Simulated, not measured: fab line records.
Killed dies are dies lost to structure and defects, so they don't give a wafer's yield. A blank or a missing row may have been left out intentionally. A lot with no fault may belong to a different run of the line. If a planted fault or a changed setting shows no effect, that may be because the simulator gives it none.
Which tool is to blame?	flow nand_harc	6 lots, 18 wafers sampled, at 2 steps of a route of 1302

WHAT THE GAUGES READ, wafer by wafer
NHARC_A_BONDPAD_CD_MEAS_09: target cd 500 nm.
lot	measured	on	cd_nm (nm)
L328	day 23 10:12	cd_sem-01	499.5 498.2 501.7
L330	day 24 15:00	cd_sem-03	502.4 503.2 501.5
L333	day 24 21:14	cd_sem-02	499.6 499.6 499.0
L335	day 25 22:48	cd_sem-01	501.3 502.2 502.0
L339	day 28 06:17	cd_sem-02	504.0 501.9 503.2
L348	day 32 02:01	cd_sem-03	497.6 499.3 498.2

WHAT TOOL EACH LOT RAN ON (gives the tool, then ch and the chambers of the sampled wafers, and finally the start)
lot	NHARC_A_M1_CMP_23
L328	cmp-02 ch 2,3, day 23 07:48
L330	cmp-02 ch 0,1,2, day 24 12:38
L333	cmp-02 ch 2,3, day 24 18:50
L335	cmp-01 ch 1,3, day 25 20:25
L339	cmp-01 ch 1,2, day 28 04:01
L348	cmp-01 ch 0,1, day 31 23:38
- NHARC_A_M1_CMP_23: polishes, t overpolish 20 s, target thk 154.34 nm.

THE ANSWER, worked out from the rows above alone
Rule: what is usual is taken from the lots themselves. The widest of any qualifying gaps counts: lots, ordered by their means at a reading, are off when they make up no more than a third of the lots, leave a main group of 4 or more, and stand apart from it by 3 or more times the standard deviation of that group's means. A main group whose means are all the same, to the digits that the tables above print for the reading, isn't used. A lot without any number at a reading at which 4 lots or more have one is off too. The other lots that the step has rows for count as sound.
No lot is off at any reading shown: from this, nothing can be told.

WHAT THE SIMULATOR HAD INSERTED
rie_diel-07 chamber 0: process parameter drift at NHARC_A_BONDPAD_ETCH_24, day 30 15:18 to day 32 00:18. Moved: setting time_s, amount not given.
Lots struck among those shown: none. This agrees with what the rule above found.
